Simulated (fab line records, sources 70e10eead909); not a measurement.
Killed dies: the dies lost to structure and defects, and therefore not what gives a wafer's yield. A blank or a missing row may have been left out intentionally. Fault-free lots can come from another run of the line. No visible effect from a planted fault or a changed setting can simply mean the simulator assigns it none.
Problem report, 8D (eight disciplines) form, completed by code    flow nand-harc    the parts of the form that need people (team, actions taken, sign-off) are left out

## 1. THE ISSUE
Mean of killed-dies at NHARC_END_SORT_01: 154 over 2 wafers from 1 lot, against 60 (standard deviation 20) on wafers with no fault. That puts it +4.7 standard deviations away from the usual mean.
Seen first at day 26 15:31 on prober-01, wafer L144.1. At this step, 4 wafers from 2 lots have a number in the record. The rule behind "out" and "out of limits": a value lying over 4 standard deviations away from the usual mean. All remaining wafers that have a number are taken as sound.

## 2. WHAT IT IS, WHAT IT ISN'T
question                     is                            is not
which readings at this step  killed-dies, killed-at-array  killed-at-other, killed-at-periphery, killed-open, killed-short
which lots                   L144                          L157
which wafers of those lots   L144.1, L144.5                L144.3
read on which gauges         prober-01                     -
when                         from day 26 15:31             up to then (0 sound wafers); but 2 sound wafers of L144, L157 came after

## 3. WHAT RULES OUT EACH SUSPECT
Counting: any tool at a process step up to the reading remains a suspect provided it ran every lot that is out. Sound lots after the first of them don't rule it out here, since some wafers of a struck lot are sound.
- the gauge at NHARC_END_SORT_01: kept. All the wafers that are out were read on prober-01, and no step on other tools shows them out.
- ald-hk-02 at NHARC_A_CHANNEL_FILL_D1_ALD_16 (deposits SiO2, target thk 1.5 nm, pulse time 10 s, ald cycles 15): kept. It ran the lot that is out, L144 (day 11 18:30).
- rtp-anneal-01 at NHARC_THIN_TSV_ANNEAL_52 (time 90 s): kept. It ran the lot that is out, L144 (day 26 02:04).
- Within ald-hk-02 at NHARC_A_CHANNEL_FILL_D1_ALD_16, the wafers that are out were processed in chamber 3 and their sound lot-mates in chamber 0.
Left after counting: ald-hk-02 at NHARC_A_CHANNEL_FILL_D1_ALD_16, rtp-anneal-01 at NHARC_THIN_TSV_ANNEAL_52, prober-01 at NHARC_END_SORT_01.

## 4. THE CAUSE (what the simulator had put in)
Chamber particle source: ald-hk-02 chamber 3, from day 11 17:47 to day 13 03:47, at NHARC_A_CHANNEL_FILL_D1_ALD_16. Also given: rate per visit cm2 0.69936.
Counting leaves 3 suspects; this tool is one of them.

## 5. THE EFFECT CHAIN, in route order
Each row: a reading where the mean over the struck wafers with a number is more than 3 standard deviations away from the usual. Scope: only readings with a usual standard deviation given in the record; hours: median across lots of the time from each lot's start at the first step in this table that gives one to its start at this step; sigmas: change in usual standard deviations.
hours  step               reading          usual  on struck wafers  change  sigmas
0      NHARC_END_SORT_01  killed-at-array  56     154               +98     +4.6
0      NHARC_END_SORT_01  killed-dies      60     154               +94     +4.7

## 6. HOW IT WOULD HAVE BEEN CAUGHT EARLIER
Counted from the fault's start at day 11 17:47, it took 358 hours until the first out-of-limits reading at a measuring or inspecting step in this record, taken at day 26 15:31.
Tool readings at NHARC_A_CHANNEL_FILL_D1_ALD_16 with a usual standard deviation given in the record: none out on any struck wafer, hence no alarm at a limit of 4 standard deviations on them.
All the lots that are out (1) had begun NHARC_A_CHANNEL_FILL_D1_ALD_16 on ald-hk-02 by day 26 15:31. None of them would have been spared by holding the tool at that moment.
